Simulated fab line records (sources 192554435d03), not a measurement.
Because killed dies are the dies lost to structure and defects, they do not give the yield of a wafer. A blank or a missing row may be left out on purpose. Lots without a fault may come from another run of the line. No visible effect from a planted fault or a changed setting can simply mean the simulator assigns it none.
Which of the tools did it?	flow n5_finfet	Sampling: 11 lots, 33 wafers, 5 of 1938 route steps

WHAT THE GAUGES SHOWED, per wafer
The record holds no reading of a measuring or inspecting step that can be judged against a usual standard deviation.

WHICH TOOL RAN EACH LOT (tool, then ch and the chambers of the sampled wafers, then the start)
lot	N5_BEOL_M11_DESCUM_16	N5_BEOL_M11_STRIP_19	N5_BEOL_M11_CURE_72	N5_BEOL_M11_DEGAS_44	N5_PASSIVATION_PROBE_49
L894	rie_diel-03 ch 0,1, day 10 09:46	rie_diel-05 ch 1,2,3, day 10 10:09	uv_cure-03 ch 2, day 10 14:25	pvd_sputter-02, day 10 14:41	-
L895	rie_diel-05 ch 0,1,2, day 10 14:28	rie_diel-05 ch 2,3, day 10 14:51	uv_cure-02 ch 0, day 10 16:41	pvd_sputter-01, day 10 17:34	-
L899	rie_diel-05 ch 0,1, day 11 14:30	rie_diel-03 ch 0,1,3, day 11 14:53	uv_cure-03 ch 1, day 11 20:02	pvd_sputter-03, day 11 20:43	-
L906	rie_diel-01 ch 0,2,3, day 13 04:59	rie_diel-03 ch 2,3, day 13 05:31	uv_cure-01 ch 1, day 13 08:26	pvd_sputter-03, day 13 09:04	-
L908	rie_diel-05 ch 0,2,3, day 13 22:13	rie_diel-03 ch 0,2,3, day 13 22:35	uv_cure-02 ch 2, day 14 00:29	pvd_sputter-01, day 14 00:50	-
L910	rie_diel-01 ch 0,1,2, day 13 22:22	rie_diel-03 ch 0,1,2, day 13 22:46	uv_cure-01 ch 1, day 14 00:53	pvd_sputter-03, day 14 01:16	-
L911	rie_diel-03 ch 0,2,3, day 14 04:48	rie_diel-03 ch 1,2, day 14 05:11	uv_cure-02 ch 2, day 14 06:37	pvd_sputter-02, day 14 06:52	-
L909	rie_diel-03 ch 0,3, day 14 06:51	rie_diel-05 ch 0,2,3, day 14 07:14	uv_cure-03 ch 0, day 14 08:33	pvd_sputter-03, day 14 09:04	prober-02, day 16 01:50
L912	rie_diel-05 ch 0,3, day 14 21:29	rie_diel-05 ch 0,2,3, day 14 21:55	uv_cure-02 ch 2, day 14 23:57	pvd_sputter-03, day 15 00:41	-
L913	rie_diel-05 ch 0,1,2, day 15 06:10	rie_diel-03 ch 0,1, day 15 06:38	uv_cure-02 ch 1, day 15 10:31	pvd_sputter-02, day 15 11:12	-
L915	rie_diel-01 ch 0,2,3, day 15 07:02	rie_diel-03 ch 0,1,2, day 15 07:26	uv_cure-03 ch 1, day 15 09:53	pvd_sputter-03, day 15 10:35	-
- N5_BEOL_M11_DESCUM_16: chemistry O2, time 7.9 s.
- N5_BEOL_M11_STRIP_19: strips in O2.
- N5_BEOL_M11_CURE_72: cures SiCOH lowk, time 120 s.
- N5_BEOL_M11_DEGAS_44: time 60 s.
- N5_PASSIVATION_PROBE_49

WHAT THE TOOLS THEMSELVES READ (means of the sampled wafers that have a number; where no wafer has one, the mark that the record gives instead)
N5_BEOL_M11_DESCUM_16.
lot	tool	drypump_motor_current_A (A)	oes_product_au (a.u.)	rf_vpp_V (V)	showerhead_plenum_p_Torr (Torr)	throttle_valve_pct (%)
L894	rie_diel-03	5.4	0.71	244.3	2.16	20.39
L895	rie_diel-05	5.6	0.84	241.4	2.03	20.40
L899	rie_diel-05	5.6	0.90	242.3	2.05	20.32
L906	rie_diel-01	5.7	0.85	245.0	2.14	20.37
L908	rie_diel-05	5.9	0.74	242.3	2.00	20.45
L910	rie_diel-01	6.1	0.83	243.9	2.17	20.47
L911	rie_diel-03	5.3	0.80	242.8	2.08	20.25
L909	rie_diel-03	5.3	0.80	241.4	1.99	20.22
L912	rie_diel-05	6.1	0.76	241.7	2.00	20.39
L913	rie_diel-05	5.6	0.78	242.6	2.02	20.46
L915	rie_diel-01	5.8	0.83	243.7	2.13	20.40

N5_BEOL_M11_STRIP_19.
lot	tool	drypump_motor_current_A (A)	oes_product_au (a.u.)	rf_vpp_V (V)	showerhead_plenum_p_Torr (Torr)	throttle_valve_pct (%)
L894	rie_diel-05	6.3	0.80	3.9	2.02	16.73
L895	rie_diel-05	6.4	0.72	4.1	2.01	16.83
L899	rie_diel-03	5.4	0.72	4.1	2.08	16.61
L906	rie_diel-03	5.2	0.72	4.3	2.09	16.63
L908	rie_diel-03	5.2	0.80	3.2	2.08	16.51
L910	rie_diel-03	5.4	0.79	3.3	2.16	16.55
L911	rie_diel-03	5.3	0.71	4.1	2.16	16.66
L909	rie_diel-05	5.9	0.75	3.5	2.01	16.74
L912	rie_diel-05	5.9	0.75	3.8	2.00	16.74
L913	rie_diel-03	5.4	0.85	3.8	2.15	16.43
L915	rie_diel-03	5.3	0.78	4.2	2.16	16.56

N5_BEOL_M11_CURE_72.
lot	tool	lamp_power_pct (%)	run_length_s (s)	wafer_temp_C_max
L894	uv_cure-03	52.32	178.8	371.6
L895	uv_cure-02	52.29	178.1	371.7
L899	uv_cure-03	52.26	178.7	370.9
L906	uv_cure-01	52.33	176.9	371.8
L908	uv_cure-02	-	-	-
L910	uv_cure-01	52.37	177.2	372.2
L911	uv_cure-02	52.31	179.2	372.1
L909	uv_cure-03	-	-	-
L912	uv_cure-02	52.34	182.7	371.9
L913	uv_cure-02	52.26	182.9	372.8
L915	uv_cure-03	52.37	179.0	371.2

N5_BEOL_M11_DEGAS_44.
lot	tool	heater_power_w (W)
L894	pvd_sputter-02	313
L895	pvd_sputter-01	357
L899	pvd_sputter-03	348
L906	pvd_sputter-03	346
L908	pvd_sputter-01	360
L910	pvd_sputter-03	358
L911	pvd_sputter-02	324
L909	pvd_sputter-03	359
L912	pvd_sputter-03	329
L913	pvd_sputter-02	350
L915	pvd_sputter-03	343

N5_PASSIVATION_PROBE_49.
lot	tool	defect_limited_yield (%)	killed_at_M0_to_M3	killed_at_M4_up	killed_at_contacts	killed_at_front_end	killed_at_other	killed_dies	killed_open	killed_short	sort_bin_5_function (%)	sort_bin_6_memory (%)	sort_n_pass	sort_yield_pct (%)
L909	prober-02	91.8	31	17	7	39	2.0	96	67	28	5.1	3.0	1084	91.8

THE ANSWER, worked out from the rows above alone
Rule: the usual values come from the lots themselves. Put in order of their means at a reading, lots are off if they are a third of the lots or fewer, leave a main group of 4 or more, and stand apart from it by a gap of 3 or more times the standard deviation of the main group's means; of several such gaps the widest counts. If all means in a main group match to the digits the tables above print for the reading, that group is not used. A lot without any number at a reading at which 4 lots or more have one is off too. The other lots that the step has rows for count as sound. Order of review: gauges by route order, followed by the tools' own readings, for which a lot's mean as printed above is used. The first step at which some lot is off is used, and at that step the reading that is off furthest; a lot without a number counts as furthest.
Off, at N5_BEOL_M11_CURE_72 on lamp_power_pct: L908, L909. Without a number there: L908, L909. The main group has a mean of 52.32 % with a standard deviation of 0.039.
A tool fits if, at that step or a process step before it, it ran every lot that is off, and no sound lot after the first of them. Of those tried, none fits.

WHAT WAS PUT IN BY THE SIMULATOR
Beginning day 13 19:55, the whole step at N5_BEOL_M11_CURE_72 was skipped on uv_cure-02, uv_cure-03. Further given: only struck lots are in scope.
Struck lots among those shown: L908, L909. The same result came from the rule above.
